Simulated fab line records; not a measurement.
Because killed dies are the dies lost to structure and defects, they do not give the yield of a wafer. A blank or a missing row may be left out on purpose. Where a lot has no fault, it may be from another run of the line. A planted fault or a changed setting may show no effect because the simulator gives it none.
Which tool was responsible? ; flow nand harc ; 12 lots with 36 wafers sampled at 2 steps, on a route of 1302 steps

WHAT THE GAUGES SHOWED, per wafer
NHARC_A_CONTACT_CD_MEAS_42 targets a cd of 300 nm.
lot;measured;on;cd nm (nm)
L074;day 22 01:10;cd sem-03;299.8 300.2 300.7
L078;day 22 10:46;cd sem-01;300.8 300.0 300.2
L081;day 24 03:55;cd sem-03;299.5 300.5 299.8
L079;day 24 02:02;cd sem-02;299.3 300.0 300.2
L082;day 25 14:25;cd sem-03;299.3 298.5 298.8
L085;day 26 04:46;cd sem-01;301.2 300.3 301.0
L087;day 27 01:10;cd sem-03;300.0 300.3 299.7
L088;day 27 16:36;cd sem-01;299.7 298.6 299.8
L090;day 28 22:53;cd sem-01;300.0 300.1 299.8
L095;day 29 15:37;cd sem-01;298.7 299.2 300.1
L094;day 29 22:21;cd sem-02;299.8 300.6 299.4
L097;day 31 08:35;cd sem-03;300.3 299.7 299.4

EACH LOT AND THE TOOL THAT RAN IT (in order: tool; ch and the chambers of the sampled wafers; start)
lot;NHARC_A_WL_FILL_ETCHBACK_26
L074;rie si-05 ch 0,3, day 21 18:26
L078;rie si-05 ch 0,1,2, day 22 02:26
L081;rie si-04 ch 1,2,3, day 23 18:05
L079;rie si-03 ch 0,3, day 23 18:07
L082;rie si-04 ch 1,2,3, day 25 06:18
L085;rie si-04 ch 0,3, day 25 20:42
L087;rie si-05 ch 0,2,3, day 26 18:04
L088;rie si-04 ch 0,2, day 27 07:43
L090;rie si-04 ch 1,2,3, day 28 13:04
L095;rie si-04 ch 1,2, day 29 08:51
L094;rie si-03 ch 1,3, day 29 12:43
L097;rie si-05 ch 1,2,3, day 31 01:14
- NHARC_A_WL_FILL_ETCHBACK_26: etches the open film in HBr, target depth 52 nm, time 13.3 s.

THE ANSWER, worked out from the rows above alone
Rule: what is usual is taken from the lots themselves. Put in order of their means at a reading, lots are off if they are a third of the lots or fewer, leave a main group of 4 or more, and stand apart from it by a gap of 3 or more times the standard deviation of the main group's means; of several such gaps the widest counts. Not used: any main group whose means are identical at the precision the tables above print for the reading. Also off: a lot with no number at a reading for which 4 or more lots have one. All remaining lots with rows at the step are treated as sound.
Nothing can be told from this: no lot is off at any reading shown.

WHAT HAD BEEN PUT IN BY THE SIMULATOR
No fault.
